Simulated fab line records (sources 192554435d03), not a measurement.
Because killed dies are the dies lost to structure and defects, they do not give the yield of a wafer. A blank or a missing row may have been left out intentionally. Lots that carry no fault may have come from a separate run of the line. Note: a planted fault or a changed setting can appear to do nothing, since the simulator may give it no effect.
fab line records | flow n5-finfet
[record] lots = 6 | wafers = 18 | last-day = 19
route steps=1938 shown BEOL_M5@1118 PASSIVATION@1936
lots untouched by any fault: they come from a run of this same line in which no faults occurred
start-h: hours from the record's first day to the start of the lot's first wafer shown | wait-h: hours from the lot's prior step to this one | " unchanged from the row above | L1.1+2: a single row standing in for several wafers | - no value present, or no start provided | * or withheld: withheld | < > ~ a bound
route shown NAME@n: NAME is a module with steps in the file, n the number in the route of the first one | usual: mean and standard deviation over wafers with no fault | same: alike in all rows | chamber/n: place in a boat | sites: per-site readings | _std_site: their standard deviation | _edge_site: inner sites' mean taken away from outer sites' mean | radius-mm: how far each site lies from the wafer's centre | mask NAME#n: copy n | behind: the most recent tool/chamber to have shaped the wafer | hold: why the lot went on hold/how many hours it stayed there/how the hold came to an end | device: which transistor (n, p or np) failed to switch | end of line: the route-end tests of the same wafers | a step given without rows: its recipe and nothing more | killed: at the first sort, the dies lost to defects and structure; wafer yield is something else | map: per-die view of a wafer (x killed, . not killed, _ where there is no die)
set.NAME: setting as actually run; set.NAME@STEP: the setting as run at that earlier step | model.NAME: the simulator's own value behind a step, which no gauge read
certain route steps with their lots: each step a table, each wafer a row
services: from which hour (start-h, from the record's first day; less than 0 if before it) a tool's chamber was out of use, for how many hours, and why
[[steps]]
[step N5_BEOL_M5_COAT_60]
[recipe] resist = SiARC | temp-c = 220 | time-s = 60 | spin-rpm = 1500 | resist-thk-nm = 12
[step N5_BEOL_M5_COAT_71]
[recipe] resist = underlayer | temp-c = 205 | time-s = 60 | spin-rpm = 1500 | resist-thk-nm = 5
[step N5_BEOL_M5_COAT_05]
[recipe] resist = CAR-EUV | spin-rpm = 1500 | resist-thk-nm = 30
[step N5_BEOL_M5_EBR_07]
[recipe] solvent = PGMEA | ebr-width-mm = 1.5
[step N5_BEOL_M5_SOFTBAKE_06]
[recipe] temp-c = 110 | time-s = 60 | resist = CAR-EUV
[step N5_BEOL_M5_EXPOSE_08]
[recipe] mask-id = M5 | na = 0.33 | source-shape = annular | sigma-inner = 0.4 | sigma-outer = 0.8 | polarization = unpolarized | target-cd-nm = 28 | dose-mj = 35.75
[step N5_BEOL_M5_PEB_09]
[recipe] peb-temp-c = 100 | peb-time-s = 60 | resist = CAR-EUV
[step N5_BEOL_M5_DEVELOP_10]
[recipe] develop-time-s = 30 | developer = TMAH | resist = CAR-EUV | rinse-liquid = surfactant-rinse | dry = air-spin | dev-temp-c = 23
[step N5_BEOL_M5_CD_MEAS_11]
[recipe] target-cd-nm = 27.74 | landing-energy-ev = 500 | detector = se-inlens
[usual] cd-nm = 28.06/0.24
lot.wafer | tool      | chamber | start-h | wait-h | cd-nm
L799.3    | cd-sem-02 | 0       | 183.50  | -      | 28.14
L799.4    | "         | 0       | "       | "      | 28.11
L799.5    | "         | 0       | "       | "      | 28.54
L804.2    | cd-sem-01 | 0       | 216.57  | -      | 27.96
L804.4    | "         | 0       | "       | "      | 28.07
L804.6    | "         | 0       | "       | "      | 28.30
L817.2    | cd-sem-02 | 0       | 285.96  | -      | 28.09
L817.5    | "         | 0       | "       | "      | 28.11
L817.6    | "         | 0       | "       | "      | 28.02
L814.2    | cd-sem-02 | 0       | 286.84  | -      | 28.13
L814.4    | "         | 0       | "       | "      | 28.08
L814.6    | "         | 0       | "       | "      | 28.54
L822.1    | cd-sem-01 | 0       | 332.75  | -      | 28.08
L822.2    | "         | 0       | "       | "      | 27.98
L822.4    | "         | 0       | "       | "      | 28.08
L820.1    | cd-sem-02 | 0       | 350.88  | -      | 28.10
L820.4    | "         | 0       | "       | "      | 27.97
L820.6    | "         | 0       | "       | "      | 27.81
[step N5_BEOL_M5_OVL_MEAS_12]
[recipe] points-per-wafer = 522
[usual] M5_OVL = 0.5/0.65
lot.wafer | tool       | chamber | start-h | wait-h | M5_OVL[nm]
L799.3    | overlay-02 | 0       | 183.54  | 0.0    | -0.7
L799.4    | "          | 0       | "       | "      | 0.6
L799.5    | "          | 0       | "       | "      | 0.8
L804.2    | overlay-01 | 0       | 216.61  | 0.0    | 1.0
L804.4    | "          | 0       | "       | "      | 0.8
L804.6    | "          | 0       | "       | "      | 0.6
L817.2    | overlay-02 | 0       | 286.00  | 0.0    | 0.6
L817.5    | "          | 0       | "       | "      | -0.7
L817.6    | "          | 0       | "       | "      | 1.3
L814.2    | overlay-01 | 0       | 286.87  | 0.0    | 0.6
L814.4    | "          | 0       | "       | "      | 0.1
L814.6    | "          | 0       | "       | "      | 0.8
L822.1    | overlay-02 | 0       | 332.78  | 0.0    | 0.3
L822.2    | "          | 0       | "       | "      | 0.2
L822.4    | "          | 0       | "       | "      | -0.6
L820.1    | overlay-01 | 0       | 350.91  | 0.0    | 1.6
L820.4    | "          | 0       | "       | "      | 0.9
L820.6    | "          | 0       | "       | "      | 0.7
[step N5_BEOL_M5_INSPECT_13]
[recipe] mode = adi | inspect-instrument = brightfield
[usual] raw-defect-count = 410/88
lot.wafer | tool              | chamber | start-h | wait-h | raw-defect-count
L799.3    | defect-inspect-01 | -       | 183.58  | 0.0    | 238
L799.4    | "                 | -       | "       | "      | 336
L799.5    | "                 | -       | "       | "      | 289
L804.2    | defect-inspect-01 | -       | 216.66  | 0.0    | 463
L804.4    | "                 | -       | "       | "      | 562
L804.6    | "                 | -       | "       | "      | 288
L817.2    | defect-inspect-02 | -       | 286.05  | 0.0    | 397
L817.5    | "                 | -       | "       | "      | 278
L817.6    | "                 | -       | "       | "      | 293
L814.2    | defect-inspect-02 | -       | 286.92  | 0.0    | 364
L814.4    | "                 | -       | "       | "      | 422
L814.6    | "                 | -       | "       | "      | 331
L822.1    | defect-inspect-01 | -       | 332.84  | 0.1    | 260
L822.2    | "                 | -       | "       | "      | 342
L822.4    | "                 | -       | "       | "      | 309
L820.1    | defect-inspect-01 | -       | 350.97  | 0.1    | 413
L820.4    | "                 | -       | "       | "      | 277
L820.6    | "                 | -       | "       | "      | 301
[step N5_BEOL_M5_DESCUM_16]
[recipe] chemistry = O2 | time-s = 7 | source-power-w = 50 | bias-power-w = 20 | pressure-mtorr = 20 | rf-frequency-hz = 2.712e+07 | temp-c = 40 | resist = CAR-EUV | o2-flow-sccm = 225
[usual] drypump-motor-current-A = 5.6/0.46 | oes-product-au = 0.80/0.097 | rf-vpp-V = 243.4/1.3 | showerhead-plenum-p-Torr = 2.11/0.071 | throttle-valve-pct = 20.39/0.19
lot.wafer | tool        | chamber | start-h | wait-h | drypump-motor-current-A | oes-product-au | rf-hours-counter-h | rf-vpp-V | showerhead-plenum-p-Torr | throttle-valve-pct
L799.3    | rie-diel-03 | 1       | 183.62  | 0.0    | 5.6                     | 0.92           | 36                 | 243.8    | 2.12                     | 20.27
L799.4    | "           | 0       | "       | "      | 5.5                     | 0.77           | 133                | 242.5    | 2.11                     | 20.54
L799.5    | "           | 0       | "       | "      | 5.5                     | 0.76           | -                  | 242.6    | 2.11                     | 20.54
L804.2    | rie-diel-02 | 2       | 216.69  | 0.0    | 5.7                     | 0.72           | 185                | 243.1    | 2.17                     | 20.34
L804.4    | "           | 0       | "       | "      | 4.7                     | 1.01           | 4                  | 244.8    | 2.15                     | 20.36
L804.6    | "           | 0       | "       | "      | 4.6                     | 1.00           | -                  | 244.5    | 2.15                     | 20.36
L817.2    | rie-diel-03 | 2       | 286.43  | 0.4    | 6.3                     | 0.68           | 261                | 244.1    | 2.15                     | 20.75
L817.5    | "           | 1       | "       | "      | 5.6                     | 0.87           | -                  | 244.3    | 2.11                     | 20.31
L817.6    | "           | 0       | "       | "      | 5.5                     | 0.75           | -                  | 242.5    | 2.10                     | 20.61
L814.2    | rie-diel-03 | 2       | 286.96  | 0.0    | 6.3                     | 0.68           | 261                | 243.6    | 2.15                     | 20.75
L814.4    | "           | 2       | "       | "      | 6.3                     | 0.68           | -                  | 244.3    | 2.15                     | 20.77
L814.6    | "           | 1       | "       | "      | 5.6                     | 0.86           | -                  | 242.9    | 2.11                     | 20.31
L822.1    | rie-diel-02 | 3       | 332.90  | 0.1    | 5.9                     | 0.70           | 191                | 243.2    | 2.08                     | 20.21
L822.2    | "           | 2       | "       | "      | 5.6                     | 0.69           | 217                | 243.3    | 2.16                     | 20.39
L822.4    | "           | 1       | "       | "      | 5.1                     | 0.93           | 17                 | 244.3    | 2.14                     | 20.17
L820.1    | rie-diel-02 | 1       | 351.03  | 0.1    | 5.1                     | 0.92           | 23                 | 242.3    | 2.14                     | 20.20
L820.4    | "           | 2       | "       | "      | 5.6                     | 0.69           | 223                | 244.9    | 2.16                     | 20.39
L820.6    | "           | 0       | "       | "      | 4.6                     | 0.90           | -                  | 243.6    | 2.14                     | 20.42
[step N5_BEOL_M5_ETCH_72]
[recipe] chemistry = N2/H2 | target = underlayer | target-depth-a = 65 | mask-material = CAR-EUV | time-s = 5.2 | ion-energy-ev = 200 | pressure-mtorr = 30 | source-w = 840 | bias-w = 150 | n2-flow-sccm = 200 | h2-flow-sccm = 200 | ends = cleared
[usual] bias-w = 149.9/0.46 | drypump-motor-current-A = 5.6/0.46 | etch-rf-on-time-s = 5.16/0.088 | oes-product-au = 0.68/0.081 | rf-vpp-V = 524.3/2.7 | showerhead-plenum-p-Torr = 2.56/0.085 | throttle-valve-pct = 17.78/0.18
lot.wafer | tool        | chamber | start-h | wait-h | bias-w | drypump-motor-current-A | etch-rf-on-time-s | oes-product-au | rf-hours-counter-h | rf-vpp-V | showerhead-plenum-p-Torr | throttle-valve-pct
L799.3    | rie-diel-03 | 1       | 183.65  | 0.0    | 150.0  | 5.6                     | 5.15              | 0.76           | 36                 | 526.4    | 2.59                     | 17.72
L799.4    | "           | 0       | "       | "      | 150.3  | 5.6                     | 5.28              | 0.64           | 133                | 523.3    | 2.55                     | 17.81
L799.5    | "           | 0       | "       | "      | 149.7  | 5.5                     | 5.28              | 0.64           | -                  | 523.9    | 2.55                     | 17.79
L804.2    | rie-diel-02 | 2       | 216.73  | 0.0    | 149.8  | 5.6                     | 5.27              | 0.62           | 185                | 527.8    | 2.64                     | 17.75
L804.4    | "           | 0       | "       | "      | 150.5  | 4.6                     | 5.19              | 0.84           | 4                  | 526.9    | 2.60                     | 17.62
L804.6    | "           | 0       | "       | "      | 149.8  | 4.7                     | 5.14              | 0.84           | -                  | 524.3    | 2.60                     | 17.61
L817.2    | rie-diel-03 | 2       | 286.46  | 0.0    | 149.4  | 6.4                     | 5.19              | 0.58           | 261                | 524.7    | 2.61                     | 18.22
L817.5    | "           | 1       | "       | "      | 134.5  | 5.6                     | 5.50              | 0.70           | -                  | 487.1    | 2.58                     | 17.79
L817.6    | "           | 0       | "       | "      | 150.1  | 5.5                     | 5.27              | 0.61           | -                  | 523.2    | 2.54                     | 17.92
L814.2    | rie-diel-03 | 2       | 286.99  | 0.0    | 150.9  | 6.3                     | 5.20              | 0.58           | 261                | 525.4    | 2.61                     | 18.21
L814.4    | "           | 2       | "       | "      | 150.5  | 6.3                     | 5.18              | 0.58           | -                  | 526.5    | 2.61                     | 18.20
L814.6    | "           | 1       | "       | "      | 133.0  | 5.6                     | 5.45              | 0.70           | -                  | 489.6    | 2.58                     | 17.78
L822.1    | rie-diel-02 | 3       | 332.94  | 0.0    | 149.7  | 5.9                     | 5.13              | 0.60           | 191                | 521.7    | 2.54                     | 17.71
L822.2    | "           | 2       | "       | "      | 149.7  | 5.6                     | 5.32              | 0.58           | 217                | 525.7    | 2.63                     | 17.79
L822.4    | "           | 1       | "       | "      | 149.6  | 5.1                     | 5.08              | 0.80           | 17                 | 525.9    | 2.60                     | 17.53
L820.1    | rie-diel-02 | 1       | 351.06  | 0.0    | 150.0  | 5.0                     | 5.13              | 0.78           | 23                 | 526.0    | 2.60                     | 17.55
L820.4    | "           | 2       | "       | "      | 149.6  | 5.7                     | 5.26              | 0.59           | 223                | 526.1    | 2.62                     | 17.81
L820.6    | "           | 0       | "       | "      | 149.3  | 4.7                     | 5.17              | 0.76           | -                  | 525.1    | 2.58                     | 17.65
[step N5_BEOL_M5_ETCH_61]
[recipe] chemistry = CF4 | target = SiARC | target-depth-a = 156 | mask-material = CAR-EUV | time-s = 26 | ion-energy-ev = 80 | pressure-mtorr = 40 | source-w = 545 | bias-w = 36 | Ar_flow_sccm = 100 | cf4-flow-sccm = 100 | ends = cleared
[usual] bias-w = 36.00/0.1 | drypump-motor-current-A = 5.6/0.46 | etch-rf-on-time-s = 25.9/0.35 | oes-product-au = 0.68/0.08 | rf-vpp-V = 184.3/1.1 | showerhead-plenum-p-Torr = 2.16/0.069 | throttle-valve-pct = 15.56/0.18
lot.wafer | tool        | chamber | start-h | wait-h | bias-w | drypump-motor-current-A | etch-rf-on-time-s | oes-product-au | rf-hours-counter-h | rf-vpp-V | showerhead-plenum-p-Torr | throttle-valve-pct
L799.3    | rie-diel-03 | 1       | 183.67  | 0.0    | 36.02  | 5.6                     | 26.3              | 0.76           | 36                 | 183.0    | 2.18                     | 15.48
L799.4    | "           | 0       | "       | "      | 36.10  | 5.5                     | 26.7              | 0.65           | 133                | 184.8    | 2.14                     | 15.63
L799.5    | "           | 0       | "       | "      | 36.04  | 5.5                     | 26.6              | 0.65           | -                  | 185.5    | 2.14                     | 15.65
L804.2    | rie-diel-02 | 2       | 216.74  | 0.0    | 35.94  | 5.6                     | 26.1              | 0.61           | 185                | 185.0    | 2.21                     | 15.53
L804.4    | "           | 0       | "       | "      | 35.96  | 4.7                     | 25.8              | 0.85           | 4                  | 185.9    | 2.20                     | 15.43
L804.6    | "           | 0       | "       | "      | 36.02  | 4.6                     | 25.6              | 0.85           | -                  | 183.4    | 2.20                     | 15.42
L817.2    | rie-diel-03 | 2       | 286.48  | 0.0    | 35.85  | 6.3                     | 25.7              | 0.59           | 261                | 185.2    | 2.18                     | 15.94
L817.5    | "           | 1       | "       | "      | 36.01  | 5.6                     | 25.6              | 0.74           | -                  | 185.7    | 2.17                     | 15.55
L817.6    | "           | 0       | "       | "      | 36.03  | 5.5                     | 26.3              | 0.63           | -                  | 185.5    | 2.13                     | 15.70
L814.2    | rie-diel-03 | 2       | 287.01  | 0.0    | 36.06  | 6.4                     | 25.9              | 0.59           | 261                | 184.8    | 2.18                     | 15.93
L814.4    | "           | 2       | "       | "      | 36.07  | 6.3                     | 25.7              | 0.58           | -                  | 185.4    | 2.18                     | 15.93
L814.6    | "           | 1       | "       | "      | 35.96  | 5.6                     | 25.7              | 0.74           | -                  | 184.4    | 2.17                     | 15.56
L822.1    | rie-diel-02 | 3       | 332.95  | 0.0    | 35.94  | 5.9                     | 25.8              | 0.60           | 191                | 184.0    | 2.13                     | 15.48
L822.2    | "           | 2       | "       | "      | 35.94  | 5.6                     | 26.3              | 0.60           | 217                | 184.4    | 2.20                     | 15.61
L822.4    | "           | 1       | "       | "      | 36.01  | 5.1                     | 25.4              | 0.81           | 17                 | 185.5    | 2.18                     | 15.31
L820.1    | rie-diel-02 | 1       | 351.08  | 0.0    | 36.07  | 5.1                     | 25.4              | 0.80           | 23                 | 184.6    | 2.18                     | 15.31
L820.4    | "           | 2       | "       | "      | 36.02  | 5.7                     | 26.3              | 0.60           | 223                | 183.9    | 2.20                     | 15.63
L820.6    | "           | 0       | "       | "      | 36.12  | 4.6                     | 25.9              | 0.76           | -                  | 184.9    | 2.18                     | 15.49
[step N5_PASSIVATION_PROBE_49]
[usual] defect-limited-yield = 91.2/1.4 | killed_at_M0_to_M3 = 34/9.7 | killed_at_M4_up = 14/5.2 | killed-at-contacts = 13/6.7 | killed-at-front-end = 39/11 | killed-at-other = 3.6/2.6 | killed-dies = 104/17 | killed-open = 69/12 | killed-short = 34/8.2 | sort_bin_5_function = 5.3/0.89 | sort_bin_6_memory = 3.2/0.69 | sort-n-pass = 1076/17 | sort-yield-pct = 91.2/1.4
[same] gross-dies = 1180 | killed-at-back-side = 0 | sort_bin_4_leakage[%] = 0 | sort_bin_8_speed[%] = 0
lot.wafer | tool      | chamber | start-h | wait-h | defect-limited-yield[%] | killed_at_M0_to_M3 | killed_at_M4_up | killed-at-contacts | killed-at-front-end | killed-at-other | killed-dies | killed-open | killed-short | sort_bin_5_function[%] | sort_bin_6_memory[%] | sort-n-pass | sort-yield-pct[%]
L799.3    | prober-02 | -       | 283.07  | 0.1    | 91.3                    | 19                 | 12              | 15                 | 53                  | 4               | 103         | 73          | 30           | 5.5                    | 3.1                  | 1077        | 91.3
L799.4    | prober-02 | -       | 283.12  | 0.2    | 91.3                    | 32                 | 12              | 15                 | 38                  | 6               | 103         | 61          | 42           | 4.9                    | 3.3                  | 1077        | 91.3
L799.5    | prober-02 | -       | 283.17  | 0.2    | 93.1                    | 21                 | 7               | 9                  | 37                  | 7               | 81          | 53          | 28           | 4.5                    | 2.1                  | 1099        | 93.1
L804.2    | prober-01 | -       | 323.45  | 0.1    | 92.5                    | 26                 | 10              | 18                 | 31                  | 4               | 89          | 67          | 22           | 4.5                    | 3.0                  | 1091        | 92.5
L804.4    | prober-01 | -       | 323.55  | 0.2    | 91.9                    | 30                 | 11              | 12                 | 37                  | 6               | 96          | 71          | 25           | 5.3                    | 2.8                  | 1084        | 91.9
L804.6    | prober-01 | -       | 323.65  | 0.3    | 91.9                    | 28                 | 8               | 18                 | 30                  | 11              | 95          | 67          | 28           | 5.3                    | 2.4                  | 1085        | 91.9
L817.2    | prober-02 | -       | 387.17  | 0.1    | 91.4                    | 25                 | 16              | 16                 | 41                  | 3               | 101         | 72          | 27           | 5.2                    | 3.0                  | 1079        | 91.4
L817.5    | prober-02 | -       | 387.32  | 0.2    | 91.6                    | 21                 | 8               | 16                 | 46                  | 8               | 99          | 60          | 38           | 5.1                    | 3.1                  | 1081        | 91.6
L817.6    | prober-02 | -       | 387.37  | 0.3    | 90.8                    | 34                 | 12              | 8                  | 53                  | 1               | 108         | 69          | 37           | 6.4                    | 2.6                  | 1072        | 90.8
L814.2    | prober-01 | -       | 393.04  | 0.1    | 91.0                    | 30                 | 6               | 28                 | 37                  | 5               | 106         | 76          | 28           | 5.3                    | 3.2                  | 1074        | 91.0
L814.4    | prober-01 | -       | 393.14  | 0.2    | 90.1                    | 35                 | 15              | 13                 | 49                  | 5               | 117         | 79          | 31           | 6.4                    | 3.3                  | 1063        | 90.1
L814.6    | prober-01 | -       | 393.24  | 0.3    | 87.1                    | 45                 | 9               | 46                 | 49                  | 3               | 152         | 100         | 47           | 7.8                    | 4.5                  | 1028        | 87.1
L822.1    | prober-01 | -       | 427.06  | 0.0    | 94.2                    | 25                 | 15              | 7                  | 19                  | 2               | 68          | 52          | 15           | 2.9                    | 2.7                  | 1112        | 94.2
L822.2    | prober-01 | -       | 427.11  | 0.1    | 91.7                    | 27                 | 22              | 6                  | 42                  | 1               | 98          | 72          | 25           | 5.0                    | 3.0                  | 1082        | 91.7
L822.4    | prober-01 | -       | 427.21  | 0.2    | 90.3                    | 23                 | 27              | 8                  | 53                  | 3               | 114         | 85          | 28           | 5.3                    | 4.2                  | 1066        | 90.3
L820.1    | prober-01 | -       | 452.13  | 0.0    | 91.0                    | 43                 | 12              | 15                 | 34                  | 2               | 106         | 66          | 40           | 4.7                    | 3.7                  | 1074        | 91.0
L820.4    | prober-01 | -       | 452.28  | 0.2    | 92.0                    | 26                 | 11              | 12                 | 42                  | 3               | 94          | 59          | 34           | 4.1                    | 3.5                  | 1086        | 92.0
L820.6    | prober-01 | -       | 452.38  | 0.3    | 91.4                    | 37                 | 10              | 16                 | 26                  | 12              | 101         | 61          | 40           | 5.3                    | 3.1                  | 1079        | 91.4
// killed by level:class
L799.3 FIN_SAQP:geometric-particle:open=22 MOL_CONTACT_COAG:geometric-particle:open=14 FIN_SAQP:geometric-particle:short=11 BEOL_M4:geometric-particle:open=8 STI_FIN_REVEAL:geometric-particle:open=6 BEOL_M2:geometric-particle:short=5 GATE_CUT:geometric-particle:open=4 BEOL_M1:geometric-particle:open=4
L799.4 MOL_CONTACT_COAG:geometric-particle:open=12 FIN_SAQP:geometric-particle:open=9 BEOL_M0_SAQP:geometric-particle:short=9 GATE_CUT:geometric-particle:short=6 BEOL_M0_SAQP:geometric-particle:open=6 BEOL_M1:geometric-particle:open=6 FIN_SAQP:geometric-particle:short=5 STI_FIN_REVEAL:geometric-particle:short=4
L799.5 BEOL_M1:geometric-particle:open=9 STI_FIN_REVEAL:geometric-particle:open=8 MOL_CONTACT_COAG:geometric-particle:open=7 FIN_SAQP:geometric-particle:open=5 GATE_CUT:geometric-particle:short=5 FIN_SAQP:geometric-particle:short=4 BEOL_M4:geometric-particle:open=4 DUMMY_GATE:geometric-particle:open=3
L804.2 MOL_CONTACT_COAG:geometric-particle:open=14 FIN_SAQP:geometric-particle:open=9 BEOL_M3:geometric-particle:open=9 STI_FIN_REVEAL:geometric-particle:open=6 GATE_CUT:geometric-particle:short=6 BEOL_M1:geometric-particle:open=6 MOL_CONTACT_COAG:geometric-particle:short=4 BEOL_M4:geometric-particle:open=4
L804.4 FIN_SAQP:geometric-particle:open=14 MOL_CONTACT_COAG:geometric-particle:open=9 BEOL_M4:geometric-particle:open=9 BEOL_M2:geometric-particle:open=7 BEOL_M3:geometric-particle:open=7 STI_FIN_REVEAL:geometric-particle:open=5 BEOL_M3:geometric-particle:short=5 FIN_SAQP:geometric-particle:short=4
L804.6 MOL_CONTACT_COAG:geometric-particle:open=14 BEOL_M2:geometric-particle:open=11 BEOL_M3:geometric-particle:open=10 FIN_SAQP:geometric-particle:open=6 GATE_CUT:geometric-particle:short=6 GATE_CUT:geometric-particle:open=5 MIM_TOP:geometric-particle:open=5 STI_FIN_REVEAL:geometric-particle:open=4
L817.2 FIN_SAQP:geometric-particle:open=15 MOL_CONTACT_COAG:geometric-particle:open=15 FIN_SAQP:geometric-particle:short=7 BEOL_M4:geometric-particle:open=7 BEOL_M1:geometric-particle:open=6 BEOL_M3:geometric-particle:open=6 STARTING-WAFER:geometric-particle:open=4 BEOL_M0_SAQP:geometric-particle:short=4
L817.5 GATE_CUT:geometric-particle:short=12 MOL_CONTACT_COAG:geometric-particle:open=12 FIN_SAQP:geometric-particle:open=8 STI_FIN_REVEAL:geometric-particle:open=6 FIN_SAQP:geometric-particle:short=5 BEOL_M3:geometric-particle:open=5 BEOL_M4:geometric-particle:open=5 GATE_CUT:geometric-particle:open=4
L817.6 FIN_SAQP:geometric-particle:open=15 FIN_SAQP:geometric-particle:short=7 MOL_CONTACT_COAG:geometric-particle:open=7 BEOL_M1:geometric-particle:open=7 GATE_CUT:geometric-particle:short=6 BEOL_M0:geometric-particle:short=6 BEOL_M5:geometric-particle:open=5 BEOL_M0_SAQP:geometric-particle:short=5
L814.2 MOL_CONTACT_COAG:geometric-particle:open=22 FIN_SAQP:geometric-particle:open=11 BEOL_M2:geometric-particle:open=10 FIN_SAQP:geometric-particle:short=9 DUMMY_GATE:geometric-particle:open=6 MOL_CONTACT_COAG:geometric-particle:short=6 BEOL_M0_SAQP:geometric-particle:open=6 DUMMY_GATE:geometric-particle:short=5
L814.4 BEOL_M1:geometric-particle:open=15 MOL_CONTACT_COAG:geometric-particle:open=13 FIN_SAQP:geometric-particle:short=9 DUMMY_GATE:geometric-particle:open=9 FIN_SAQP:geometric-particle:open=8 BEOL_M0_SAQP:geometric-particle:short=8 ILD0:geometric-particle:open=5 BEOL_M4:geometric-particle:open=5
L814.6 MOL_CONTACT_COAG:geometric-particle:open=33 BEOL_M1:geometric-particle:open=14 MOL_CONTACT_COAG:geometric-particle:short=13 FIN_SAQP:geometric-particle:open=11 BEOL_M0_SAQP:geometric-particle:short=10 STI_FIN_REVEAL:geometric-particle:open=9 BEOL_M3:geometric-particle:open=7 FIN_SAQP:geometric-particle:short=5
L822.1 MOL_CONTACT_COAG:geometric-particle:open=7 BEOL_M2:geometric-particle:open=6 FIN_SAQP:geometric-particle:open=5 STI_FIN_REVEAL:geometric-particle:open=5 STARTING-WAFER:geometric-particle:open=5 BEOL_M4:geometric-particle:open=4 BEOL_M1:geometric-particle:open=4 BEOL_M3:geometric-particle:open=4
L822.2 FIN_SAQP:geometric-particle:open=16 BEOL_M3:geometric-particle:open=11 BEOL_M4:geometric-particle:open=10 STI_FIN_REVEAL:geometric-particle:open=8 BEOL_M0_SAQP:geometric-particle:open=7 STARTING-WAFER:geometric-particle:short=6 MOL_CONTACT_COAG:geometric-particle:open=4 STI_FIN_REVEAL:geometric-particle:short=3
L822.4 STI_FIN_REVEAL:geometric-particle:open=16 FIN_SAQP:geometric-particle:open=12 BEOL_M4:geometric-particle:open=12 BEOL_M2:geometric-particle:open=8 MOL_CONTACT_COAG:geometric-particle:open=6 STARTING-WAFER:geometric-particle:short=5 GATE_CUT:geometric-particle:short=4 BEOL_M0_SAQP:geometric-particle:open=4
L820.1 BEOL_M2:geometric-particle:open=9 MOL_CONTACT_COAG:geometric-particle:open=9 BEOL_M0_SAQP:geometric-particle:short=8 BEOL_M3:geometric-particle:open=8 FIN_SAQP:geometric-particle:open=6 MOL_CONTACT_COAG:geometric-particle:short=6 BEOL_M1:geometric-particle:open=6 DUMMY_GATE:geometric-particle:open=5
L820.4 FIN_SAQP:geometric-particle:short=10 FIN_SAQP:geometric-particle:open=9 BEOL_M0_SAQP:geometric-particle:open=8 MOL_CONTACT_COAG:geometric-particle:open=7 STI_FIN_REVEAL:geometric-particle:open=5 BEOL_M2:geometric-particle:open=5 DUMMY_GATE:geometric-particle:open=4 MOL_CONTACT_COAG:geometric-particle:short=4
L820.6 MOL_CONTACT_COAG:geometric-particle:open=11 FIN_SAQP:geometric-particle:open=8 BEOL_M0_SAQP:geometric-particle:open=7 BEOL_M1:geometric-particle:open=7 BEOL_M0_SAQP:geometric-particle:short=7 FIN_SAQP:geometric-particle:short=5 MOL_CONTACT_COAG:geometric-particle:short=5 BEOL_M3:geometric-particle:short=4
[[services]]
tool        | chamber | start-h | hours | kind
rie-diel-02 | 0       | 177.29  | -     | clean
rie-diel-02 | 0       | 177.29  | -     | consumable-replace:focus-ring
rie-diel-02 | 0       | 177.29  | 24.5  | scheduled-down
rie-diel-02 | 0       | 177.29  | 24.5  | vent-cycle
rie-diel-03 | -       | 210.92  | 0.5   | repair
rie-diel-03 | 2       | 224.74  | 5.5   | repair
rie-diel-02 | 1       | 235.50  | -     | clean
rie-diel-02 | 1       | 235.50  | -     | consumable-replace:focus-ring
rie-diel-02 | 1       | 235.50  | 16.7  | scheduled-down
rie-diel-02 | 1       | 235.50  | 16.7  | vent-cycle
rie-diel-03 | 3       | 237.13  | 57.4  | repair
rie-diel-02 | -       | 254.90  | 8.1   | repair
rie-diel-03 | 2       | 295.05  | -     | clean
rie-diel-03 | 2       | 295.05  | -     | consumable-replace:focus-ring
rie-diel-03 | 2       | 295.05  | 24.5  | scheduled-down
rie-diel-03 | 2       | 295.05  | 24.5  | vent-cycle
rie-diel-02 | 1       | 296.22  | 11.3  | repair
[[key]]
[first-sign] step = N5_BEOL_M5_ETCH_72 | reading = bias-w | direction = down | sigmas = 35 | usual = * | struck = *
[effect] step = N5_BEOL_M5_ETCH_72 | reading = rf-vpp-V | direction = down | sigmas = 13 | usual = 524.3 | struck = 488.4
met-at N5_BEOL_M5_ETCH_72
struck-wafers L814.6,L817.5
onset-between 183.65 286.46
[fault] kind = process-parameter-drift | tool = rie-diel-03 | chamber = 1 | onset-h = 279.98 | steps = N5_BEOL_M5_ETCH_72 | channel = bias-w | offset = * | shape = step | end-h = 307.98 | acts-in = * | stated = *
